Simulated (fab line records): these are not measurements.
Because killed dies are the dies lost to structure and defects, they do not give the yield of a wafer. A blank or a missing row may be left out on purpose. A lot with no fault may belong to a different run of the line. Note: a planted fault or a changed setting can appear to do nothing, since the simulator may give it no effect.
A struck lot beside a sound one + flow n5_finfet + 32 out of 1938 route steps
Sound: wafers L317.1, L317.4, L317.5. Wafers L312.3, L312.4, L312.6 were the ones struck. Last of all comes the cause.
Each step with rows lists, per side, the tool, then ch with its chambers, then its first start. Under that, the readings that differ: sound wafers + struck wafers + difference of the means + sigmas: that difference in standard deviations of wafers without a fault.
alike: readings with means less than 2 such deviations apart, plus words and numbers identical on both sides. not compared: withheld readings, readings lacking a value on some wafer, bounds such as >300 that could conceal the same value, and numbers that have no deviation in the record and whose values overlap.
A row with sigmas, a row that says differs or no value, or rows on one side alone: a step with any of these is where the two part. When numbers do not overlap yet have no deviation, they are printed without sigmas and do not part them. A reading missing from all wafers of one side parts the sides only when that side holds two or more wafers.

first, 8 steps without rows for these wafers: N5_FIN_SAQP_HM_OPEN_33 (chemistry CH3F/O2, target SiNx, target depth 49.4 nm, time 70.6 s); N5_FIN_SAQP_ETCH_34 (etches SiO2 in C4F6/O2, target depth 45 nm, time 15 s); N5_FIN_SAQP_STRIP_77 (strips in N2/H2, time 90 s); N5_FIN_SAQP_ETCH_64 (etches SiO2 in CF4, target depth 1.5 nm); N5_FIN_SAQP_FIN_ETCH_36 (etches the open film in HBr/Cl2/O2, target depth 120 nm, time 50.4 s); N5_FIN_SAQP_PRECLEAN_38 (cleans in O3/DIW, time 45 s); N5_FIN_SAQP_PRECLEAN_45 (cleans in dHF, time 10 s); N5_FIN_SAQP_SRD_39 (time 30 s).
N5_FIN_CUT_COAT_18: time 60 s, resist thk 230 nm.
  sound on litho_track-04 ch 0, day 7 09:20; struck on litho_track-01 ch 0, day 6 02:46
| reading                                  | sound                | struck               | difference | sigmas      |
|------------------------------------------|----------------------|----------------------|------------|-------------|
| dispense_pressure_kPa (kPa)              | 51 51 51             | 42 43 42             | -9         | -2          |
| spin_speed_rpm (rpm)                     | 1500.5 1499.0 1501.5 | 1357.5 1358.4 1357.1 | -142.7     | -99 or more |
| model.SOC_of_FIN_CUT_COAT_18.thk_nm (nm) | 229 229.4 229.6      | 242.4 241.8 242.8    | +13.0      |             |
  alike: heater_power_total_W
then, 11 steps without rows for these wafers: N5_FIN_CUT_COAT_19 (time 60 s, resist thk 20 nm); N5_FIN_CUT_COAT_29 (time 60 s, resist thk 10 nm); N5_FIN_CUT_COAT_02 (resist thk 30 nm); N5_FIN_CUT_EBR_04; N5_FIN_CUT_SOFTBAKE_03 (time 60 s); N5_FIN_CUT_EXPOSE_05 (exposes mask FIN CUT); N5_FIN_CUT_PEB_06 (peb time 60 s); N5_FIN_CUT_DEVELOP_07 (develop time 30 s); N5_FIN_CUT_DESCUM_13 (chemistry O2, time 7 s); N5_FIN_CUT_ETCH_30 (etches underlayer in N2/H2, target depth 13 nm, time 10.4 s); N5_FIN_CUT_ETCH_20 (etches SiARC in CF4, target depth 26 nm, time 43.3 s).
N5_FIN_CUT_ETCH_21: etches SOC in N2/H2, target depth 219 nm, overetch 43.8 nm, time 523.5 s.
  sound on rie_diel-03 ch 0,1,2, day 7 09:58; struck on rie_diel-03 ch 1,2,3, day 6 03:14
| reading                  | sound             | struck            | difference | sigmas |
|--------------------------|-------------------|-------------------|------------|--------|
| model.etch.depth_nm (nm) | 229.1 229.4 229.5 | 242.4 241.7 242.7 | +12.9      |        |
  alike: chamber_pressure_mTorr, drypump_motor_current_A, oes_product_au, rf_vpp_V, showerhead_plenum_p_Torr, throttle_valve_pct
  not compared: rf_hours_counter_h
then, 7 steps without rows for these wafers: N5_FIN_CUT_STRIP_23 (strips in N2/H2); N5_FIN_CUT_STRIP_31 (strips in N2/H2); N5_FIN_CUT_STRIP_24 (strips in CF4); N5_FIN_CUT_CUT_ETCH_26 (etches SiNx in CH3F/O2, target depth 39 nm, time 55.7 s); N5_FIN_CUT_CUT_ETCH_27 (etches SiO2 in CHF3/O2, target depth 4 nm, overetch 2 nm, time 4.9 s); N5_FIN_CUT_PRECLEAN_35 (cleans in vHF, time 13.3 s); N5_FIN_CUT_CUT_ETCH_15 (etches Si in HBr/Cl2/O2, target depth 100 nm, bt time 10 s, time 42.4 s).
N5_FIN_CUT_CUT_ETCH_28: etches Si in HBr/Cl2/O2, target depth 6 nm, time 2.4 s.
  sound on rie_si-05 ch 1,2,3, day 7 10:33; struck on rie_si-06 ch 0,1,2, day 6 03:50
| reading                                  | sound              | struck              | difference | sigmas |
|------------------------------------------|--------------------|---------------------|------------|--------|
| chamber_pressure_mTorr (mTorr)           | 9.976 9.979 10.001 | 10.003 9.994 10.015 | +0.019     | +2     |
| model.SOC_of_FIN_CUT_COAT_18.thk_nm (nm) | 167.4 168.2 168.2  | 180.6 180 181.4     | +12.7      |        |
  alike: drypump_motor_current_A, oes_product_au, throttle_valve_pct
  not compared: rf_hours_counter_h
then, 1 step without rows for these wafers: N5_FIN_CUT_STRIP_22 (strips in N2/H2).
-- record jumps: 6 days separate the struck wafers' starts on either side; left off in module FIN_CUT, taken up again in module BEOL_M4, whose first shown step is the route's number 1111 --
N5_BEOL_M4_RC_MEAS_101:
  sound on prober-02 ch 0, day 13 03:29; struck on prober-02 ch 0, day 12 06:06
| reading       | sound          | struck         | difference | sigmas |
|---------------|----------------|----------------|------------|--------|
| SS_N (mV/dec) | 72.2 71.6 71.3 | 70.3 70.4 70.7 | -1.2       | -2     |
  alike: DIBL_N, DIBL_P, IOFF_N, IOFF_P, ION_N, ION_P, SS_P, VT_N, VT_P
-- record jumps: 4 days separate the struck wafers' starts on either side; left off in module BEOL_M4, taken up again in module PASSIVATION, whose first shown step is the route's number 1936 --
N5_PASSIVATION_PROBE_49:
  the record has rows for the struck wafers here (prober-02, day 16 05:01) and none for the sound ones

== WHERE THEY PART ==
Last at N5_PASSIVATION_PROBE_49 as far as this record goes, first at N5_FIN_CUT_COAT_18.

WHY: whatever the simulator had introduced
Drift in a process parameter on litho_track-01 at N5_FIN_CUT_COAT_18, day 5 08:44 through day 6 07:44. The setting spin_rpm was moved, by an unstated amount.
